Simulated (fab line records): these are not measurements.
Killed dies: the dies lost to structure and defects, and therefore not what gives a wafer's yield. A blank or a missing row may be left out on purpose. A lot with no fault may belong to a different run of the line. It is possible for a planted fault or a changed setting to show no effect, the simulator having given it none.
Comparing a struck lot with a sound one	flow nand harc	13 out of 1159 route steps
Sound: these wafers, L965.2, L965.4, L965.5. Wafers struck: L982.1, L982.3, L982.4. The cause is named last.
For every step that has rows: the tool of each side, followed by ch and its chambers, followed by its first start. Under that, the readings that differ: sound wafers	struck wafers	difference of the means	sigmas: that difference in standard deviations of wafers without a fault.
alike: words and numbers the same on both sides, and readings whose means are apart by under 2 such deviations; not compared: readings that were withheld, readings missing a value for some wafer, numbers with overlapping values and no deviation given by the record, and bounds like >300 which may hide the same value.
The two part at a step that has a row with sigmas, a row that says differs or no value, or rows on one side only. Numbers that have no deviation but don't overlap get no sigmas and don't part them. Lack of a reading on every wafer of one side parts them only where that side has two or more wafers.

first, 10 steps without rows for these wafers: NHARC_A_STAIRCASE_SRD_241; NHARC_A_STAIRCASE_DEHYDRATE_242 (time 120 s); NHARC_A_STAIRCASE_HMDS_243 (time 30 s); NHARC_A_STAIRCASE_COAT_244; NHARC_A_STAIRCASE_SOFTBAKE_245 (time 170 s); NHARC_A_STAIRCASE_EBR_246; NHARC_A_STAIRCASE_EXPOSE_247 (exposes mask SDS 1); NHARC_A_STAIRCASE_PEB_248 (peb time 130 s); NHARC_A_STAIRCASE_DEVELOP_249 (time 140 s); NHARC_A_STAIRCASE_HARDBAKE_251 (time 140 s).
NHARC_A_STAIRCASE_DESCUM_252: chemistry O2, time 3 s.
  sound on rie diel-11 ch 0,1,3, day 11 21:26; struck on rie diel-11 ch 0,1,2, day 15 18:47
  alike: drypump motor current A, o2 flow sccm, oes product au, rf vpp V, showerhead plenum p Torr, throttle valve pct
  not compared: rf hours counter h
NHARC_A_STAIRCASE_ETCH_253: etches the open film in C4F8/O2, target depth 50 nm, time 20.2 s.
  sound on rie diel-11 ch 0,1, day 11 21:30; struck on rie diel-11 ch 0,2,3, day 15 18:53
reading	sound	struck	difference	sigmas
run length s (s)	41.05 41.67 41.83	31.81 31.66 31.32	-9.92	-35
  alike: oes product au, rf vpp V
  not compared: rf hours counter h
NHARC_A_STAIRCASE_STRIP_254: strips in O2.
  sound on plasma asher-01 ch 0,1, day 11 21:35; struck on plasma asher-02 ch 0,1, day 15 18:58
reading	sound	struck	difference	sigmas
heater power w (W)	337 353 352	371 369 362	+20	+2
  alike: drypump motor current A
  not compared: rf hours counter h

== WHERE THEY PART ==
First at NHARC_A_STAIRCASE_ETCH_253; last, within this record, at NHARC_A_STAIRCASE_STRIP_254.

WHY: whatever the simulator had introduced
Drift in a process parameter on rie diel-11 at NHARC_A_STAIRCASE_ETCH_253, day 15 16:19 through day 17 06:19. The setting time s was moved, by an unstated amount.
